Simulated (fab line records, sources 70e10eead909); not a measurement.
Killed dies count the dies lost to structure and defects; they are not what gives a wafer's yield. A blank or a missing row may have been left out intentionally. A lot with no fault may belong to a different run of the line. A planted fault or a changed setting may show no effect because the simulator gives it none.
Which tool is to blame? | flow nand harc | 39 wafers from 13 lots sampled at 4 of the route's 1302 steps

## WHAT EACH GAUGE READ, for each wafer
The record holds no reading of a measuring or inspecting step that can be judged against a usual standard deviation.

## WHAT TOOL EACH LOT RAN ON (gives the tool, then ch and the chambers of the sampled wafers, and finally the start)
lot  | NHARC_A_SLIT_DEP_00           | NHARC_A_WL_FILL_ALD_00           | NHARC_A_WL_FILL_ALD_02              | NHARC_A_WL_FILL_STRIP_27
L814 | acl dep-01 ch 0, day 20 00:52 | ald hk-04 ch 0,3, day 20 18:24   | ald metal-03 ch 0,1,3, day 20 18:51 | plasma asher-02 ch 0,1, day 20 20:20
L815 | acl dep-01 ch 0, day 20 06:20 | ald hk-02 ch 1,3, day 21 02:05   | ald metal-03 ch 0,1,3, day 21 02:38 | plasma asher-02 ch 0,1, day 21 04:03
L817 | acl dep-02 ch 0, day 20 20:43 | ald hk-01 ch 1,2,3, day 21 14:11 | ald metal-03 ch 1,2,3, day 21 14:37 | plasma asher-02 ch 0, day 21 15:50
L816 | acl dep-03 ch 0, day 20 21:17 | ald hk-01 ch 1,2, day 21 14:18   | ald metal-04 ch 0,1,3, day 21 14:49 | plasma asher-01 ch 0, day 21 15:59
L821 | acl dep-03 ch 0, day 23 03:29 | ald hk-01 ch 1,2,3, day 23 23:02 | ald metal-02 ch 0,3, day 23 23:31   | plasma asher-01 ch 0,1, day 24 00:54
L823 | acl dep-02 ch 0, day 23 14:08 | ald hk-02 ch 0,1,2, day 24 07:10 | ald metal-03 ch 0,1,3, day 24 07:42 | plasma asher-01 ch 0,1, day 24 08:49
L822 | acl dep-03 ch 0, day 23 14:31 | ald hk-04 ch 0,1,3, day 24 07:07 | ald metal-04 ch 0,1,3, day 24 07:48 | plasma asher-02 ch 0,1, day 24 09:09
L824 | acl dep-02 ch 0, day 24 12:58 | ald hk-01 ch 0,3, day 25 05:07   | ald metal-03 ch 0,3, day 25 05:40   | plasma asher-02 ch 0,1, day 25 06:54
L826 | acl dep-03 ch 0, day 25 19:17 | ald hk-01 ch 1,2,3, day 26 12:56 | ald metal-04 ch 1,3, day 26 13:27   | plasma asher-01 ch 0,1, day 26 14:38
L829 | acl dep-02 ch 0, day 25 20:37 | ald hk-02 ch 0,2,3, day 26 12:59 | ald metal-03 ch 0,3, day 26 13:25   | plasma asher-02 ch 0,1, day 26 14:40
L828 | acl dep-02 ch 0, day 26 07:52 | ald hk-01 ch 0,1,3, day 27 02:01 | ald metal-03 ch 2,3, day 27 02:29   | plasma asher-02 ch 0,1, day 27 03:44
L833 | acl dep-03 ch 0, day 27 16:27 | ald hk-02 ch 0,1,3, day 28 09:26 | ald metal-02 ch 0,1,2, day 28 10:01 | plasma asher-01 ch 0,1, day 28 11:20
L836 | acl dep-02 ch 0, day 30 00:47 | ald hk-02 ch 0,1, day 30 21:55   | ald metal-02 ch 1,3, day 30 22:24   | plasma asher-02 ch 0,1, day 30 23:35
- NHARC_A_SLIT_DEP_00: deposits aC, target thk 6200 nm.
- NHARC_A_WL_FILL_ALD_00: deposits Al2O3, target thk 3 nm, pulse time 3 s, ald cycles 30.
- NHARC_A_WL_FILL_ALD_02: deposits TiN, target thk 2 nm, pulse time 3 s, ald cycles 100.
- NHARC_A_WL_FILL_STRIP_27: strips in N2/H2, time 20 s.

## AS READ BY THE TOOLS THEMSELVES (means over the sampled wafers that have a number; for cases with no such wafer, the mark the record gives instead)
NHARC_A_SLIT_DEP_00. Usual: 35.000 % for throttle valve pct, sd 0.0084.
lot  | tool       | throttle valve pct (%) | flag
L814 | acl dep-01 | 35.001                 |
L815 | acl dep-01 | 35.006                 |
L817 | acl dep-02 | 35.004                 |
L816 | acl dep-03 | 35.000                 |
L821 | acl dep-03 | 35.003                 |
L823 | acl dep-02 | 35.004                 |
L822 | acl dep-03 | 34.994                 |
L824 | acl dep-02 | 34.995                 |
L826 | acl dep-03 | 35.004                 |
L829 | acl dep-02 | 34.997                 |
L828 | acl dep-02 | 34.999                 |
L833 | acl dep-03 | 35.000                 |
L836 | acl dep-02 | 34.999                 |

NHARC_A_WL_FILL_ALD_00. Usual: heater power w 463 W, standard deviation 44; precursor pulse height rel 0.997, standard deviation 0.019.
lot  | tool      | heater power w (W) | precursor pulse height rel | flag
L814 | ald hk-04 | 476                | 1.000                      |
L815 | ald hk-02 | 455                | 1.007                      |
L817 | ald hk-01 | 476                | 0.990                      |
L816 | ald hk-01 | 485                | 0.977                      |
L821 | ald hk-01 | 476                | 0.974                      |
L823 | ald hk-02 | 457                | 0.999                      |
L822 | ald hk-04 | 480                | 0.992                      |
L824 | ald hk-01 | 481                | 1.003                      |
L826 | ald hk-01 | 483                | 1.010                      |
L829 | ald hk-02 | 483                | 1.015                      |
L828 | ald hk-01 | 442                | 0.989                      |
L833 | ald hk-02 | 463                | 1.005                      |
L836 | ald hk-02 | 444                | 0.989                      |

NHARC_A_WL_FILL_ALD_02. Usual: heater power w 1073 W, standard deviation 110; precursor pulse height rel 0.998, standard deviation 0.02.
lot  | tool         | heater power w (W) | precursor pulse height rel | flag
L814 | ald metal-03 | 1184               | 0.995                      |
L815 | ald metal-03 | 1171               | 0.984                      |
L817 | ald metal-03 | 1095               | 0.996                      |
L816 | ald metal-04 | 966                | 0.983                      |
L821 | ald metal-02 | 1211               | 0.978                      |
L823 | ald metal-03 | 1175               | 0.985                      |
L822 | ald metal-04 | 957                | 0.979                      |
L824 | ald metal-03 | 1167               | 1.003                      |
L826 | ald metal-04 | 922                | 1.000                      |
L829 | ald metal-03 | 1182               | 0.990                      |
L828 | ald metal-03 | 1105               | 1.010                      |
L833 | ald metal-02 | 1067               | 1.002                      |
L836 | ald metal-02 | 1093               | 1.014                      |

NHARC_A_WL_FILL_STRIP_27. Usual: drypump motor current A 6.0 A, standard deviation 0.63; heater power w 307 W, standard deviation 23.
lot  | tool            | drypump motor current A (A) | heater power w (W) | flag
L814 | plasma asher-02 | 6.4                         | 289                |
L815 | plasma asher-02 | 6.4                         | 292                |
L817 | plasma asher-02 | 6.1                         | 319                |
L816 | plasma asher-01 | 6.3                         | 314                |
L821 | plasma asher-01 | 5.4                         | 321                |
L823 | plasma asher-01 | 5.4                         | 324                |
L822 | plasma asher-02 | 6.3                         | 303                |
L824 | plasma asher-02 | 6.4                         | 289                |
L826 | plasma asher-01 | 5.8                         | 314                |
L829 | plasma asher-02 | 6.4                         | 290                |
L828 | plasma asher-02 | 6.3                         | 305                |
L833 | plasma asher-01 | 5.4                         | 321                |
L836 | plasma asher-02 | 6.4                         | 292                |

## THE ANSWER, worked out from the rows above alone
Rule: take the mean of a lot's wafers that have a number; if it is more than 3 standard deviations from the usual mean, the lot is off. Also off: a lot with no number at a reading for which 4 or more lots have one. Any other lot the step has rows for is counted as sound. Order of review: gauges by route order, followed by the tools' own readings, for which a lot's mean as printed above is used. The first step at which some lot is off is used, and at that step the reading that is off furthest; a lot without a number counts as furthest.
No lot is off at any reading shown: from this, nothing can be told.

## WHAT THE SIMULATOR PUT IN
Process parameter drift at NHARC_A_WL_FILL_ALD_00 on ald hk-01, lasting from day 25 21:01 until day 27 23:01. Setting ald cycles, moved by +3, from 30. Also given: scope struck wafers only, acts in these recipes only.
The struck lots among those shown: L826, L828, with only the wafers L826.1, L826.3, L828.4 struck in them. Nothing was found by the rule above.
